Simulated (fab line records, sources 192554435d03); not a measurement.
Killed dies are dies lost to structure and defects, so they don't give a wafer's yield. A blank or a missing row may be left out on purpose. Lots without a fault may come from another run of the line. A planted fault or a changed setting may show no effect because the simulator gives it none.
Which tool did it? | flow n5_finfet | 12 lots, 36 wafers sampled, at 4 steps of a route of 1938

WHAT THE GAUGES READ, wafer by wafer
N5_BEOL_M14_OVL_MEAS_11.
lot  | measured     | on         | V13_OVL (nm)
L075 | day 12 04:31 | overlay-02 | -3 4 2
L077 | day 13 12:08 | overlay-02 | 15 7 8
L078 | day 13 19:30 | overlay-01 | 9 6 4
L081 | day 14 13:42 | overlay-02 | 1 -4 -4
L080 | day 15 02:56 | overlay-02 | 5 5 2
L085 | day 15 06:06 | overlay-02 | 5 -5 2
L086 | day 15 23:37 | overlay-02 | 1 2 8
L091 | day 16 05:53 | overlay-01 | 0 3 8
L092 | day 17 03:17 | overlay-01 | 4 8 -1
L093 | day 17 15:20 | overlay-02 | 6 3 6
L095 | day 17 22:24 | overlay-01 | 10 7 13
L097 | day 18 16:52 | overlay-02 | -1 -1 -5

WHICH TOOL RAN EACH LOT (tool, then ch and the chambers of the sampled wafers, then the start)
lot  | N5_BEOL_M13_SPUTTER_43       | N5_BEOL_M13_SPUTTER_44       | N5_BEOL_M14_ILD_DEP_00
L075 | pvd_sputter-02, day 12 02:46 | pvd_sputter-02, day 12 02:51 | pecvd-02 ch 1,2, day 12 03:59
L077 | pvd_sputter-02, day 13 10:07 | pvd_sputter-02, day 13 10:12 | pecvd-04 ch 0,2, day 13 11:37
L078 | pvd_sputter-02, day 13 17:17 | pvd_sputter-02, day 13 17:22 | pecvd-04 ch 0,2, day 13 18:54
L081 | pvd_sputter-02, day 14 11:57 | pvd_sputter-02, day 14 12:02 | pecvd-01 ch 1,2, day 14 13:11
L080 | pvd_sputter-03, day 15 00:48 | pvd_sputter-03, day 15 00:53 | pecvd-02 ch 0,1,2, day 15 02:17
L085 | pvd_sputter-01, day 15 03:28 | pvd_sputter-01, day 15 03:33 | pecvd-02 ch 1,2, day 15 05:27
L086 | pvd_sputter-01, day 15 21:48 | pvd_sputter-01, day 15 21:53 | pecvd-01 ch 0,1,2, day 15 23:05
L091 | pvd_sputter-02, day 16 04:07 | pvd_sputter-02, day 16 04:11 | pecvd-01 ch 0,2, day 16 05:22
L092 | pvd_sputter-01, day 17 01:23 | pvd_sputter-01, day 17 01:28 | pecvd-01 ch 0,1,2, day 17 02:38
L093 | pvd_sputter-01, day 17 13:17 | pvd_sputter-01, day 17 13:22 | pecvd-01 ch 0,1,2, day 17 14:41
L095 | pvd_sputter-02, day 17 20:32 | pvd_sputter-02, day 17 20:37 | pecvd-02 ch 2, day 17 21:47
L097 | pvd_sputter-01, day 18 14:55 | pvd_sputter-01, day 18 14:59 | pecvd-04 ch 0,2, day 18 16:13
- N5_BEOL_M13_SPUTTER_43: material TaN, target thk 15 nm, time 24.19 s.
- N5_BEOL_M13_SPUTTER_44: material Ta, target thk 10 nm, time 16.13 s.
- N5_BEOL_M14_ILD_DEP_00: deposits SiO2 from TEOS/O2, target thk 1119.3 nm, time 237.4 s.

THE ANSWER, worked out from the rows above alone
Rule: what is usual is taken from the lots themselves. Put in order of their means at a reading, lots are off if they are a third of the lots or fewer, leave a main group of 4 or more, and stand apart from it by a gap of 3 or more times the standard deviation of the main group's means; of several such gaps the widest counts. A main group whose means are all the same, to the digits that the tables above print for the reading, isn't used. A lot without any number at a reading at which 4 lots or more have one is off too. The other lots that the step has rows for count as sound.
No lot is off at any reading shown: from this, nothing can be told.

WHAT THE SIMULATOR HAD PUT IN
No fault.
